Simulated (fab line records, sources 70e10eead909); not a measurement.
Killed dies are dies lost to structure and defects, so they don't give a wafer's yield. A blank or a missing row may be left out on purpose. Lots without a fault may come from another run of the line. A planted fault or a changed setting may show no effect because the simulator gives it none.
A sampling plan put to the test | flow nand_harc | one fab line, 36 faults that these records tell of, each judged on the records of the lots that it struck
The plan is the line's own looks: the steps of the route at which a gauge or an inspection reads the wafer and doesn't change it. A look can be judged if struck wafers have a number there and the file gives its usual mean and standard deviation on fault-free wafers. Caught: at a look after the fault's first step, the mean of the struck wafers lies 4 or more of those standard deviations (sigma) from the usual mean. On the tool: the same test on the tool's own readings at the fault's steps. Another recipe on the struck wafers, or a record that is blank for them alone, also counts as caught.

THE FAULTS, as the simulator had put them in
1. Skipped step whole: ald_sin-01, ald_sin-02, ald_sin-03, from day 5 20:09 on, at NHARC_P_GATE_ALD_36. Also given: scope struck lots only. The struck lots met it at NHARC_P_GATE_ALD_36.
2. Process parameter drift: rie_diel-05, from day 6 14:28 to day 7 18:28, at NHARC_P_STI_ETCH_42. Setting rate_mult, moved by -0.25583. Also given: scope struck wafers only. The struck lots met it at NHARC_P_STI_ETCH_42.
3. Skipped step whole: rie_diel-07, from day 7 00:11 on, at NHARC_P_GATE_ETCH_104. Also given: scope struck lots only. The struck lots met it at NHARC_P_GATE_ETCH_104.
4. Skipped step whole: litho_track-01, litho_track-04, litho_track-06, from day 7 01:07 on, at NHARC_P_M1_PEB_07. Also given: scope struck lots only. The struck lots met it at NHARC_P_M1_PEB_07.
5. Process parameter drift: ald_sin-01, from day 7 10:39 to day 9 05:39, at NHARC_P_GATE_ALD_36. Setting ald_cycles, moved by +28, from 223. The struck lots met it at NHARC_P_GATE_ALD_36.
6. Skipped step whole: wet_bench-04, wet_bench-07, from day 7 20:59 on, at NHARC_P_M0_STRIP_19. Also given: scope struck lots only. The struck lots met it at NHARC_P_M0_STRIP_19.
7. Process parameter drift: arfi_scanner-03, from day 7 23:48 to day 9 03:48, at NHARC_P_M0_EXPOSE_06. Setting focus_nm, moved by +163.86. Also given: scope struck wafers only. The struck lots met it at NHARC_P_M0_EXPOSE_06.
8. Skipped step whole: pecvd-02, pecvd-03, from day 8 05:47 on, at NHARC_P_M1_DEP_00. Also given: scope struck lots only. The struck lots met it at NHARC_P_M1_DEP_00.
9. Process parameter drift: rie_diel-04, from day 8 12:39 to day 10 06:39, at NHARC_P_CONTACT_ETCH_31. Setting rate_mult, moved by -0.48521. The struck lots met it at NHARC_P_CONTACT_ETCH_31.
10. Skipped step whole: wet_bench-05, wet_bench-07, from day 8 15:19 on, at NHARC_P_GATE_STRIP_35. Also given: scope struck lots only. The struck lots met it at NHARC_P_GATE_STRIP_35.
11. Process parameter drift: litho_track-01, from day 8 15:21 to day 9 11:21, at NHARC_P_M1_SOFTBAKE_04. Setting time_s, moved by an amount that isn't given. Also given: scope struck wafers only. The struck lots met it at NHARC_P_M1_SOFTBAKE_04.
12. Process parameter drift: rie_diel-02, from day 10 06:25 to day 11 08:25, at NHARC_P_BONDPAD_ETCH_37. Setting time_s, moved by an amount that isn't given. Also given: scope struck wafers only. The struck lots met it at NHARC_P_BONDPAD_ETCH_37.
13. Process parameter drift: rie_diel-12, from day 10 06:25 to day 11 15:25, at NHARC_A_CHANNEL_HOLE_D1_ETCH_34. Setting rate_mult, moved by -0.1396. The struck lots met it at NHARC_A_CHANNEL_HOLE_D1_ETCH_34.
14. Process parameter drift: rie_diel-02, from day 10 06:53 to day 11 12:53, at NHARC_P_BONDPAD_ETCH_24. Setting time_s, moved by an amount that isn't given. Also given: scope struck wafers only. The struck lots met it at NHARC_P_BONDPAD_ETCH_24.
15. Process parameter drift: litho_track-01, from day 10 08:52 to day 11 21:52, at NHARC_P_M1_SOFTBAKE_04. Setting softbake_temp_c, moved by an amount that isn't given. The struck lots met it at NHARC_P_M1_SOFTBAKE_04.
16. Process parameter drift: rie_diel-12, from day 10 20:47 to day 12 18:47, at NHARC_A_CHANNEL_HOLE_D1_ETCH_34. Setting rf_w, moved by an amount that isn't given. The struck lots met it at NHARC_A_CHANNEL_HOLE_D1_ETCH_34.
17. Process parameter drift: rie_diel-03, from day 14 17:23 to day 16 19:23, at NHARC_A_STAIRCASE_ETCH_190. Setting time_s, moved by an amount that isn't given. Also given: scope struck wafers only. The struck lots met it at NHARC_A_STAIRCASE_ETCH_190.
18. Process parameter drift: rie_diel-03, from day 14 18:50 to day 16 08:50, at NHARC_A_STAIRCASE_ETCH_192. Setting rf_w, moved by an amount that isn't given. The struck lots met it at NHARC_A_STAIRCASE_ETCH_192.
19. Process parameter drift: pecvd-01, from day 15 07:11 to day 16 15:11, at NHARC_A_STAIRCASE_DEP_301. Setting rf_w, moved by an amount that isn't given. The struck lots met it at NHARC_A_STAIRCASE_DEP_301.
20. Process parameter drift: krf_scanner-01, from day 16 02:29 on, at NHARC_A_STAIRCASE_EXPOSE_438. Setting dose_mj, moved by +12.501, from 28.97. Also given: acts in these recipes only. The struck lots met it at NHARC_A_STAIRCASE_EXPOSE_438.
21. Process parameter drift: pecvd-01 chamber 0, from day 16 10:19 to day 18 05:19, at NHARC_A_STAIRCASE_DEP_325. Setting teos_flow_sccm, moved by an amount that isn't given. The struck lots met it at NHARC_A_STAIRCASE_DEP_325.
22. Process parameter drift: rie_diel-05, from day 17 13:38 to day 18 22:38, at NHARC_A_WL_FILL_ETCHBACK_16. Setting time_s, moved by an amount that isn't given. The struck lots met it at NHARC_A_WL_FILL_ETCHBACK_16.
23. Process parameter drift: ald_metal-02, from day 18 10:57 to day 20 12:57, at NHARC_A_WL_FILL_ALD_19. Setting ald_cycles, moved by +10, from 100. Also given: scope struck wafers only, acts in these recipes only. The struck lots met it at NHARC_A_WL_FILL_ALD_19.
24. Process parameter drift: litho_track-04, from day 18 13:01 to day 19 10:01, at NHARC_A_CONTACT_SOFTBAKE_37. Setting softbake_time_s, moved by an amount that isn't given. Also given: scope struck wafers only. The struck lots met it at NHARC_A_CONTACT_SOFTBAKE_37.
25. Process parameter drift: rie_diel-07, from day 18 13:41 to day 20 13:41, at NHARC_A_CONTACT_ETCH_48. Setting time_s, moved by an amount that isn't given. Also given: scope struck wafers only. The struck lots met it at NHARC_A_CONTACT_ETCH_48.
26. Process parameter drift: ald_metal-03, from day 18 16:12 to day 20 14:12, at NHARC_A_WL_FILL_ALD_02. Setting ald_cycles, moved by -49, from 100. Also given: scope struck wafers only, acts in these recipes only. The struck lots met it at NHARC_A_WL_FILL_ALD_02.
27. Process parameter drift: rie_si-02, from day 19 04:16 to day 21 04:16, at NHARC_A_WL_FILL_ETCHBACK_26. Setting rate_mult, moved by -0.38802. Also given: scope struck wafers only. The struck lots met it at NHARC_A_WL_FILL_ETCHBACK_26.
28. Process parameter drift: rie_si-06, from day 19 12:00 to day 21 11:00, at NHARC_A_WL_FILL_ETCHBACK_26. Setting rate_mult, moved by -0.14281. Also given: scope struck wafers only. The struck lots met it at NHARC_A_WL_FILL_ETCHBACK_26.
29. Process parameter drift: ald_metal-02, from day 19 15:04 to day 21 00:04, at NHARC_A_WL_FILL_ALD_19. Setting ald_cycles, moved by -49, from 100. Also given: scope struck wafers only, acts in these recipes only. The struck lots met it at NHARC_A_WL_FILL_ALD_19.
30. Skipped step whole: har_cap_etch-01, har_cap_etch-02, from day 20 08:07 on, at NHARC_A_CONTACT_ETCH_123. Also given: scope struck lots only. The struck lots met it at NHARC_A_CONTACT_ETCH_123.
31. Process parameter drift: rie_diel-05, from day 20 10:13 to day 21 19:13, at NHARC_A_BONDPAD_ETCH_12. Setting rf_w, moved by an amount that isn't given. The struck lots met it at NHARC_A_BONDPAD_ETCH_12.
32. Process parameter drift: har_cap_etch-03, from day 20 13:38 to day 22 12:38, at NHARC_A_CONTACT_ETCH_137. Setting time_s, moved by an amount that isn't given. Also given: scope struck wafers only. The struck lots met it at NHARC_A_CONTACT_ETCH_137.
33. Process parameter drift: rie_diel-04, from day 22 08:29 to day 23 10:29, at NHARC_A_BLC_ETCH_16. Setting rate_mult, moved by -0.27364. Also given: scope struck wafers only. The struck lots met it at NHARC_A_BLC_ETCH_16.
34. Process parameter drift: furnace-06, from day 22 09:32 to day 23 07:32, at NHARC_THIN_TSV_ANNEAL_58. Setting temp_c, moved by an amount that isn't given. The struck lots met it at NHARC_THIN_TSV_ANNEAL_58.
35. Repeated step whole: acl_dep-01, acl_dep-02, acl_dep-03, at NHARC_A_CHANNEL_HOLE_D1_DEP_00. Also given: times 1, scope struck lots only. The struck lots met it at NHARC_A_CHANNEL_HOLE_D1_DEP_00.
36. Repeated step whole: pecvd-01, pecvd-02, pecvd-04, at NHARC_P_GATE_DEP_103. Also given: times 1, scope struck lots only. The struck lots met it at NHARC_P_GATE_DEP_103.

WHAT THE PLAN SAW
fault | on the tool itself                               | first look that catches it                      | reading, sigma | median hours from its first step to that look | hours from the fault's start to the first struck lot there | judged looks passed uncaught
1     | the tool's record is blank for the struck wafers | no look after it can be judged                  | -              | -                                             | -                                                          | 0
2     | oes_product_au -21 sigma                         | not the one look that can be judged after it    | -              | -                                             | -                                                          | 1
3     | the tool's record is blank for the struck wafers | no look after it can be judged                  | -              | -                                             | -                                                          | 0
4     | the tool's record is blank for the struck wafers | no look after it can be judged                  | -              | -                                             | -                                                          | 0
5     | under 2 sigma                                    | no look after it can be judged                  | -              | -                                             | -                                                          | 0
6     | the tool's record is blank for the struck wafers | not the one look that can be judged after it    | -              | -                                             | -                                                          | 1
7     | under 2 sigma                                    | NHARC_P_M0_CD_MEAS_09                           | cd_nm -31      | 0.1                                           | 26                                                         | 0
8     | the tool's record is blank for the struck wafers | not the one look that can be judged after it    | -              | -                                             | -                                                          | 1
9     | oes_product_au -21 sigma                         | not the one look that can be judged after it    | -              | -                                             | -                                                          | 1
10    | the tool's record is blank for the struck wafers | not the one look that can be judged after it    | -              | -                                             | -                                                          | 1
11    | heater_power_total_W +99 or beyond sigma         | no look after it can be judged                  | -              | -                                             | -                                                          | 0
12    | run_length_s -26 sigma                           | no look after it can be judged                  | -              | -                                             | -                                                          | 0
13    | only faintly: oes_product_au -3.3 sigma          | no look after it can be judged                  | -              | -                                             | -                                                          | 0
14    | run_length_s +36 sigma                           | not the one look that can be judged after it    | -              | -                                             | -                                                          | 1
15    | heater_power_total_W -99 or beyond sigma         | not the one look that can be judged after it    | -              | -                                             | -                                                          | 1
16    | rf_fwd_power_W -99 or beyond sigma               | no look after it can be judged                  | -              | -                                             | -                                                          | 0
17    | run_length_s +22 sigma                           | no look after it can be judged                  | -              | -                                             | -                                                          | 0
18    | rf_fwd_power_W -41 sigma                         | no look after it can be judged                  | -              | -                                             | -                                                          | 0
19    | rf_fwd_power_W +99 or beyond sigma               | no look after it can be judged                  | -              | -                                             | -                                                          | 0
20    | exposure_dose_mJ_cm2 +99 or beyond sigma         | not the one look that can be judged after it    | -              | -                                             | -                                                          | 1
21    | mfc_precursor_sccm -99 or beyond sigma           | no look after it can be judged                  | -              | -                                             | -                                                          | 0
22    | run_length_s -31 sigma                           | no look after it can be judged                  | -              | -                                             | -                                                          | 0
23    | under 2 sigma                                    | not the one look that can be judged after it    | -              | -                                             | -                                                          | 1
24    | heater_power_total_W +99 or beyond sigma         | none of the 2 looks that can be judged after it | -              | -                                             | -                                                          | 2
25    | run_length_s -39 sigma                           | no look after it can be judged                  | -              | -                                             | -                                                          | 0
26    | under 2 sigma                                    | no look after it can be judged                  | -              | -                                             | -                                                          | 0
27    | oes_product_au -26 sigma                         | no look after it can be judged                  | -              | -                                             | -                                                          | 0
28    | oes_product_au -9.1 sigma                        | not the one look that can be judged after it    | -              | -                                             | -                                                          | 1
29    | under 2 sigma                                    | no look after it can be judged                  | -              | -                                             | -                                                          | 0
30    | the tool's record is blank for the struck wafers | no look after it can be judged                  | -              | -                                             | -                                                          | 0
31    | rf_fwd_power_W -99 or beyond sigma               | no look after it can be judged                  | -              | -                                             | -                                                          | 0
32    | no reading that can be judged                    | no look after it can be judged                  | -              | -                                             | -                                                          | 0
33    | oes_product_au -15 sigma                         | no look after it can be judged                  | -              | -                                             | -                                                          | 0
34    | spike_tc_lower_C +25 sigma                       | not the one look that can be judged after it    | -              | -                                             | -                                                          | 1
35    | under 2 sigma                                    | no look after it can be judged                  | -              | -                                             | -                                                          | 0
36    | under 2 sigma                                    | not the one look that can be judged after it    | -              | -                                             | -                                                          | 1
A dash: the fault isn't caught, or these records don't give the number.

Caught at a look: 1 of 36. Caught on the tool: 27 of 36. By one or the other: 28 of 36.
Caught on the tool alone: faults 1, 2, 3, 4, 6, 8, 9, 10, 11, 12, 14, 15, 16, 17, 18, 19, 20, 21, 22, 24, 25, 27, 28, 30, 31, 33, 34.
Caught at a look alone: fault 7.
Caught by neither: faults 5, 13, 23, 26, 29, 32, 35, 36.

THINNER SAMPLING
If the look that catches a fault measured only every second or every third lot, by lot number, the first struck lot would be measured this late in the worst case:
fault | struck lots at that look, in order of time | every lot | every second lot | every third lot
7     | L685                                       | 26 h      | may miss it      | may miss it
Hours are from the fault's start to the first struck lot that is measured. The limit of 4 sigma was tested on all struck wafers together, so one lot alone may lie under it. Other struck lots may not be in these records.

THE LONGEST TIMED WAY FROM STEP TO LOOK
Fault 7: a median of 0.1 hours passes between NHARC_P_M0_EXPOSE_06 and NHARC_P_M0_CD_MEAS_09. No look between them can be judged.
